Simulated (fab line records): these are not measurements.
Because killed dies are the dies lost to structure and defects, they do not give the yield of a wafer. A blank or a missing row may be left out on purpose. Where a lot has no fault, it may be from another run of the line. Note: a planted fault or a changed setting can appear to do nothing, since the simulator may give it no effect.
Split-lot experiment :: flow n5Finfet :: 21 wafers read across 7 lots, on a route 1938 steps long

== SPLIT DETAILS ==
At N5_MOL_CONTACT_COAG_CVD_140 (deposits W, target thk 66.5 nm, time 215 s), the setting targetThkA was moved away from the recipe's 665 angstrom on 9 of the 21 wafers read, by -7.5% to +9.4%. The other wafers ran this setting at the recipe's value.

Reading taken at the split's own step.

== THE READING ==
W_of_MOL_CONTACT_COAG_CVD_140.thkNm (the simulator's own value, which no gauge read), in nm, at N5_MOL_CONTACT_COAG_CVD_140 (deposits W, target thk 66.5 nm, time 215 s). The file gives no usual value for it. Here, 12 wafers ran the recipe; their average is 66.9 nm with a standard deviation of 0.46 nm.

wafer: L075.1
tool, chamber at the split: cvdW-01, 0
targetThkA as run, angstrom: 704
against the recipe: +5.9%
W_of_MOL_CONTACT_COAG_CVD_140.thkNm, nm: 70.4
against lot-mates on the recipe: +3.6

wafer: L075.5
tool, chamber at the split: cvdW-01, 0
targetThkA as run, angstrom: 704
against the recipe: +5.9%
W_of_MOL_CONTACT_COAG_CVD_140.thkNm, nm: 70.6
against lot-mates on the recipe: +3.8

wafer: L075.6
tool, chamber at the split: cvdW-01, 1
targetThkA as run, angstrom: 665
against the recipe: recipe
W_of_MOL_CONTACT_COAG_CVD_140.thkNm, nm: 66.8
against lot-mates on the recipe: -

wafer: L077.3
tool, chamber at the split: cvdW-01, 1
targetThkA as run, angstrom: 665
against the recipe: recipe
W_of_MOL_CONTACT_COAG_CVD_140.thkNm, nm: 65.6
against lot-mates on the recipe: -

wafer: L077.5
tool, chamber at the split: cvdW-01, 1
targetThkA as run, angstrom: 727.5
against the recipe: +9.4%
W_of_MOL_CONTACT_COAG_CVD_140.thkNm, nm: 72.8
against lot-mates on the recipe: +7.2

wafer: L077.6
tool, chamber at the split: cvdW-01, 0
targetThkA as run, angstrom: 727.5
against the recipe: +9.4%
W_of_MOL_CONTACT_COAG_CVD_140.thkNm, nm: 73.2
against lot-mates on the recipe: +7.6

wafer: L080.1
tool, chamber at the split: cvdW-02, 0
targetThkA as run, angstrom: 665
against the recipe: recipe
W_of_MOL_CONTACT_COAG_CVD_140.thkNm, nm: 66.8
against lot-mates on the recipe: -

wafer: L080.6
tool, chamber at the split: cvdW-02, 0
targetThkA as run, angstrom: 665
against the recipe: recipe
W_of_MOL_CONTACT_COAG_CVD_140.thkNm, nm: 66.8
against lot-mates on the recipe: -

wafer: L080.5
tool, chamber at the split: cvdW-02, 1
targetThkA as run, angstrom: 665
against the recipe: recipe
W_of_MOL_CONTACT_COAG_CVD_140.thkNm, nm: 67.4
against lot-mates on the recipe: -

wafer: L084.2
tool, chamber at the split: cvdW-01, 0
targetThkA as run, angstrom: 665
against the recipe: recipe
W_of_MOL_CONTACT_COAG_CVD_140.thkNm, nm: 66.4
against lot-mates on the recipe: -

wafer: L084.3
tool, chamber at the split: cvdW-01, 0
targetThkA as run, angstrom: 615.1
against the recipe: -7.5%
W_of_MOL_CONTACT_COAG_CVD_140.thkNm, nm: 61.6
against lot-mates on the recipe: -5.1

wafer: L084.5
tool, chamber at the split: cvdW-01, 1
targetThkA as run, angstrom: 665
against the recipe: recipe
W_of_MOL_CONTACT_COAG_CVD_140.thkNm, nm: 67
against lot-mates on the recipe: -

wafer: L085.1
tool, chamber at the split: cvdW-02, 1
targetThkA as run, angstrom: 633.7
against the recipe: -4.7%
W_of_MOL_CONTACT_COAG_CVD_140.thkNm, nm: 64.2
against lot-mates on the recipe: -2.8

wafer: L085.2
tool, chamber at the split: cvdW-02, 0,1
targetThkA as run, angstrom: 665
against the recipe: recipe
W_of_MOL_CONTACT_COAG_CVD_140.thkNm, nm: 67
against lot-mates on the recipe: -

wafer: L085.6
tool, chamber at the split: cvdW-02, 0,1
targetThkA as run, angstrom: 665
against the recipe: recipe
W_of_MOL_CONTACT_COAG_CVD_140.thkNm, nm: 67
against lot-mates on the recipe: -

wafer: L089.3
tool, chamber at the split: cvdW-01, 1
targetThkA as run, angstrom: 665
against the recipe: recipe
W_of_MOL_CONTACT_COAG_CVD_140.thkNm, nm: 67.4
against lot-mates on the recipe: -

wafer: L089.5
tool, chamber at the split: cvdW-01, 0
targetThkA as run, angstrom: 699
against the recipe: +5.1%
W_of_MOL_CONTACT_COAG_CVD_140.thkNm, nm: 70.4
against lot-mates on the recipe: +3.0

wafer: L089.6
tool, chamber at the split: cvdW-01, 1
targetThkA as run, angstrom: 699
against the recipe: +5.1%
W_of_MOL_CONTACT_COAG_CVD_140.thkNm, nm: 70.6
against lot-mates on the recipe: +3.2

wafer: L097.1
tool, chamber at the split: cvdW-02, 1,0
targetThkA as run, angstrom: 665
against the recipe: recipe
W_of_MOL_CONTACT_COAG_CVD_140.thkNm, nm: 67
against lot-mates on the recipe: -

wafer: L097.6
tool, chamber at the split: cvdW-02, 1,0
targetThkA as run, angstrom: 665
against the recipe: recipe
W_of_MOL_CONTACT_COAG_CVD_140.thkNm, nm: 67
against lot-mates on the recipe: -

wafer: L097.2
tool, chamber at the split: cvdW-02, 0
targetThkA as run, angstrom: 697.4
against the recipe: +4.9%
W_of_MOL_CONTACT_COAG_CVD_140.thkNm, nm: 69.8
against lot-mates on the recipe: +2.8
Where a row lists several chambers, the file gives one row for several wafers and doesn't say which wafer went through which chamber.

FIT RESULTS
A straight line over all 21 wafers: W_of_MOL_CONTACT_COAG_CVD_140.thkNm changes by +0.655 nm for each +1% of targetThkA; r = +0.99; the points scatter about the line by 0.41 nm.
The same after taking each lot's own level away (the mean of its wafers on the recipe; 21 wafers): +0.698 nm for each +1%; r = +0.99; scatter 0.42 nm.
According to that fit, moving targetThkA by its largest amount changes the reading by 6.6 nm.
From 65.60 to 67.40 nm: that is the span of the lots' own levels, equal to 4.0 times the standard deviation above.
The two slopes agree, so the slope changes little with the lot-to-lot level.
Check: with one of the wafers moved furthest among these (+9.4%) left out of the fit, the line predicts +6.38 nm for it against its lot-mates. It came out at +7.2 nm against them.

== THE OTHER SPLITS THESE WAFERS WENT THROUGH ==
Note: prior to the reading, these wafers also went through further splits. Each is held against what the fit with the lots' levels taken away leaves over:
other split on the same wafers: N5_SD_EPI_P_ETCH_16 targetDepthA
wafers away from the commonest value: 5
r with W_of_MOL_CONTACT_COAG_CVD_140.thkNm (lot level and that fit taken away): +0.33

other split on the same wafers: N5_SD_EPI_P_EPI_21 tempC
wafers away from the commonest value: 7
r with W_of_MOL_CONTACT_COAG_CVD_140.thkNm (lot level and that fit taken away): -0.33

other split on the same wafers: N5_HKMG_FIN_ETCH_54 sourceW
wafers away from the commonest value: 6
r with W_of_MOL_CONTACT_COAG_CVD_140.thkNm (lot level and that fit taken away): -0.13

other split on the same wafers: N5_HKMG_FIN_ETCH_55 timeS
wafers away from the commonest value: 8
r with W_of_MOL_CONTACT_COAG_CVD_140.thkNm (lot level and that fit taken away): +0.02

other split on the same wafers: N5_GATE_CUT_COAT_27 spinRpm
wafers away from the commonest value: 6
r with W_of_MOL_CONTACT_COAG_CVD_140.thkNm (lot level and that fit taken away): +0.54

other split on the same wafers: N5_GATE_CUT_DESCUM_18 timeS
wafers away from the commonest value: 6
r with W_of_MOL_CONTACT_COAG_CVD_140.thkNm (lot level and that fit taken away): +0.18

other split on the same wafers: N5_MOL_CONTACT_COAG_ALD_27 aldCycles
wafers away from the commonest value: 4
r with W_of_MOL_CONTACT_COAG_CVD_140.thkNm (lot level and that fit taken away): -0.26

other split on the same wafers: N5_MOL_CONTACT_COAG_ETCHBACK_136 targetDepthA
wafers away from the commonest value: 3
r with W_of_MOL_CONTACT_COAG_CVD_140.thkNm (lot level and that fit taken away): +0.00

== THE FILE'S OWN FIT ==
W_of_MOL_CONTACT_COAG_CVD_140.thkNm changes by +0.686 nm for each +1% of targetThkA, r = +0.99.
